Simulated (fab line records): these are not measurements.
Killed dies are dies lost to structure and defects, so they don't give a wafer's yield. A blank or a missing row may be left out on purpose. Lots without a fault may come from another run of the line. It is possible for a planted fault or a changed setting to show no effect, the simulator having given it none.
A struck lot beside a sound one    flow nandHarc    14 out of 1302 route steps
Sound: these wafers, L383.3, L383.5, L383.6. Struck: wafer L371.3. At the end, the cause is stated.
Each step with rows lists, per side, the tool, then ch with its chambers, then its first start. Under that, the readings that differ: sound wafers    struck wafers    difference of the means    sigmas: that difference in standard deviations of wafers without a fault.
alike: a reading whose means differ by less than 2 such deviations, as well as words and numbers matching on both sides. not compared: withheld readings; readings where some wafer has no value; bounds like >300 that might hide an equal value; numbers whose values overlap and for which the record gives no deviation.
A row with sigmas, a row that says differs or no value, or rows on one side alone: a step with any of these is where the two part. Numbers that don't overlap but have no deviation are shown without sigmas and don't part them. A reading that every wafer of one side lacks parts them only if that side has two wafers or more.

first, 5 steps without rows for these wafers: NHARC_A_SGD_CUT_SOFTBAKE_04 (time 55 s); NHARC_A_SGD_CUT_EBR_05; NHARC_A_SGD_CUT_EXPOSE_06 (exposes mask SGD); NHARC_A_SGD_CUT_PEB_07 (peb time 65 s); NHARC_A_SGD_CUT_DEVELOP_08 (develop time 35 s).
NHARC_A_SGD_CUT_CD_MEAS_09: the cd target is 100 nm.
  sound on cdSem-03 ch 0, day 25 17:42; struck on cdSem-01 ch 0, day 20 20:40
  alike: cdNm
NHARC_A_SGD_CUT_OVL_MEAS_10:
  sound on overlay-02, day 25 17:47; struck on overlay-01, day 20 20:45
  alike: overlayXNm, overlayYNm
NHARC_A_SGD_CUT_INSPECT_11:
  sound on defectInspect-02, day 25 17:49; struck on defectInspect-01, day 20 20:47
  alike: rawDefectCount
NHARC_A_SGD_CUT_DESCUM_14: chemistry O2, time 3 s.
  sound on rieDiel-10 ch 1,2,3, day 25 17:54; struck on rieDiel-13 ch 1, day 20 20:53
  alike: drypumpMotorCurrentA, oesProductAu, rfVppV, showerheadPlenumPTorr, throttleValvePct
  not compared: rfHoursCounterH
NHARC_A_SGD_CUT_ETCH_58: etches the open film in CF4, target depth 39 nm, time 65 s.
  sound on rieDiel-10 ch 2,3, day 25 17:58; struck on rieDiel-13 ch 2, day 20 21:01
reading               sound                 struck  difference  sigmas
throttleValvePct (%)  13.291 13.280 13.282  13.305  +0.021      +2
  alike: drypumpMotorCurrentA, oesProductAu, rfVppV, showerheadPlenumPTorr
  not compared: rfHoursCounterH
NHARC_A_SGD_CUT_ETCH_59: etches the open film in N2/H2, target depth 260 nm, time 406.25 s.
  sound on rieDiel-10 ch 1,2,3; struck on rieDiel-13 ch 1, day 20 21:18
  alike: drypumpMotorCurrentA, h2FlowSccm, oesProductAu, rfVppV, showerheadPlenumPTorr, throttleValvePct
  not compared: rfHoursCounterH
NHARC_A_SGD_CUT_ETCH_15: etches the open film in CH3F/O2, target depth 75 nm, time 64.3 s.
  sound on rieDiel-10 ch 2,3; struck on rieDiel-13 ch 2, day 20 21:38
  alike: ch3fFlowSccm, drypumpMotorCurrentA, oesProductAu, rfVppV, showerheadPlenumPTorr, throttleValvePct
  not compared: rfHoursCounterH
NHARC_A_SGD_CUT_ETCH_16: etches the open film in C4F8/O2/Ar, target depth 310.5 nm, time 155.2 s.
  sound on rieDiel-10 ch 0,1,2, day 25 18:29; struck on rieDiel-13 ch 2, day 20 21:47
reading              sound              struck  difference  sigmas
oesProductAu (a.u.)  0.984 1.000 0.982  1.041   +0.052      +3
  alike: rfVppV
  not compared: rfHoursCounterH
then, 1 step without rows for these wafers: NHARC_A_SGD_CUT_STRIP_60 (strips in C4F8/O2/Ar).

## WHERE THEY PART
First at NHARC_A_SGD_CUT_ETCH_58; last, within this record, at NHARC_A_SGD_CUT_ETCH_16.

WHY: what had been put in by the simulator
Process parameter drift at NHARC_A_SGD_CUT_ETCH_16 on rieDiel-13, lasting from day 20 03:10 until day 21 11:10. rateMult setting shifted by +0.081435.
